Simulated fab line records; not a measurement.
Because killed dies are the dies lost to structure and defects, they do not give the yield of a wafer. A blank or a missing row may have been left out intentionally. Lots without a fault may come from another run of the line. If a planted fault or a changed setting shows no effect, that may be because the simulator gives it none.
A struck lot beside a sound one -- flow nand harc -- 15 out of 1159 route steps
Sound: these wafers, L769.2, L769.4, L769.6. The struck wafers were L768.1, L768.3. The cause is given at the end.
Per side, at each step with rows, come the tool, then ch with its chambers, and then its first start. Under that, the readings that differ: sound wafers -- struck wafers -- difference of the means -- sigmas: that difference in standard deviations of wafers without a fault.
alike: readings whose means differ by less than 2 such deviations, and words and numbers that are the same on both sides. not compared: withheld readings, readings that some wafer has no value for, bounds like >300 that may hide the same value, and numbers for which the record gives no deviation and whose values overlap.
The two part at a step that has a row with sigmas, a row that says differs or no value, or rows on one side only. Numbers that have no deviation but don't overlap get no sigmas and don't part them. A reading that every wafer of one side lacks parts them only if that side has two wafers or more.

NHARC_A_CHANNEL_HOLE_D1_STRIP_27: strips in O2.
  sound: rie diel-11 ch 0,3; struck: rie diel-11 ch 0,2
  alike: drypump motor current A, oes product au, rf vpp V, showerhead plenum p Torr, throttle valve pct
  not compared: rf hours counter h
then, 2 steps without rows for these wafers: NHARC_A_CHANNEL_HOLE_D1_PRECLEAN_28 (cleans in SC1); NHARC_A_CHANNEL_HOLE_D1_SRD_29.
NHARC_A_CHANNEL_HOLE_D1_CD_MEAS_30:
  sound: cd sem-01 at day 12 17:50; struck: cd sem-03 at day 12 14:37
  alike: cd nm
NHARC_A_CHANNEL_HOLE_D1_XSEM_31:
  sound on xsem-01 ch 0, day 12 17:56; struck on xsem-02 ch 0, day 12 14:42
reading,sound,struck,difference,sigmas
bow nm (nm),8.55 8.54 8.60,9.07 9.10,+0.52,+2
  alike: bot cd nm, tilt deg
NHARC_A_CHANNEL_HOLE_D1_INSPECT_40:
  sound: defect inspect-01 at day 12 18:01; struck: defect inspect-02 at day 12 14:48
  alike: raw defect count
then, 3 steps without rows for these wafers: NHARC_A_CHANNEL_FILL_D1_PRECLEAN_00 (cleans in SC1); NHARC_A_CHANNEL_FILL_D1_SRD_01; NHARC_A_CHANNEL_FILL_D1_ALD_02 (deposits SiO2, target thk 6 nm, pulse time 10 s, ald cycles 60).
NHARC_A_CHANNEL_FILL_D1_ALD_03: deposits SiNx, target thk 6 nm, pulse time 60 s, ald cycles 58.
  sound: ald sin batch-03 ch 0; struck: ald sin batch-02 ch 0
  alike: precursor pulse height rel
  not compared: ald cycles
NHARC_A_CHANNEL_FILL_D1_ALD_14: deposits SiO2, target thk 2.5 nm, pulse time 10 s, ald cycles 25.
  sound on ald hk-03 ch 0,2,3, day 13 01:15; struck on ald hk-04 ch 0,2, day 12 21:40
  alike: heater power w, precursor pulse height rel
  not compared: ald cycles
NHARC_A_CHANNEL_FILL_D1_ALD_15: deposits SiNx, target thk 2 nm, pulse time 60 s, ald cycles 19.
  sound on ald sin batch-01 ch 0, day 13 04:35; struck on ald sin batch-01 ch 0
  alike: precursor pulse height rel
  not compared: ald cycles
NHARC_A_CHANNEL_FILL_D1_ALD_16: deposits SiO2, target thk 1.5 nm, pulse time 10 s, ald cycles 15.
  sound on ald hk-02 ch 0,1,3, day 13 06:40; struck on ald hk-03 ch 1,2, day 13 02:38
reading,sound,struck,difference,sigmas
ald cycles,15 15 15,16 16,+1,
  alike: heater power w, precursor pulse height rel
then, 1 step without rows for these wafers: NHARC_A_CHANNEL_FILL_D1_ANNEAL_17 (time 1800 s).
-- break in the record here, with 10 days between the starts of the struck wafers on either side (left off in module A_CHANNEL_FILL_D1, picked up again in module END, where the first step shown is number 1159 on the route) --
NHARC_END_SORT_01:
  sound on prober-02 ch 0, day 23 13:20; struck on prober-01 ch 0, day 23 04:38
  alike: killed at array, killed at other, killed at periphery, killed dies, killed open, killed short

## WHERE THEY PART
NHARC_A_CHANNEL_HOLE_D1_XSEM_31 only, going by this record. Later steps at which nothing parts them and some readings are alike: NHARC_A_CHANNEL_HOLE_D1_INSPECT_40, NHARC_A_CHANNEL_FILL_D1_ALD_03, NHARC_A_CHANNEL_FILL_D1_ALD_14, NHARC_A_CHANNEL_FILL_D1_ALD_15, NHARC_A_CHANNEL_FILL_D1_ALD_16, NHARC_END_SORT_01.

WHY: what had been put in by the simulator
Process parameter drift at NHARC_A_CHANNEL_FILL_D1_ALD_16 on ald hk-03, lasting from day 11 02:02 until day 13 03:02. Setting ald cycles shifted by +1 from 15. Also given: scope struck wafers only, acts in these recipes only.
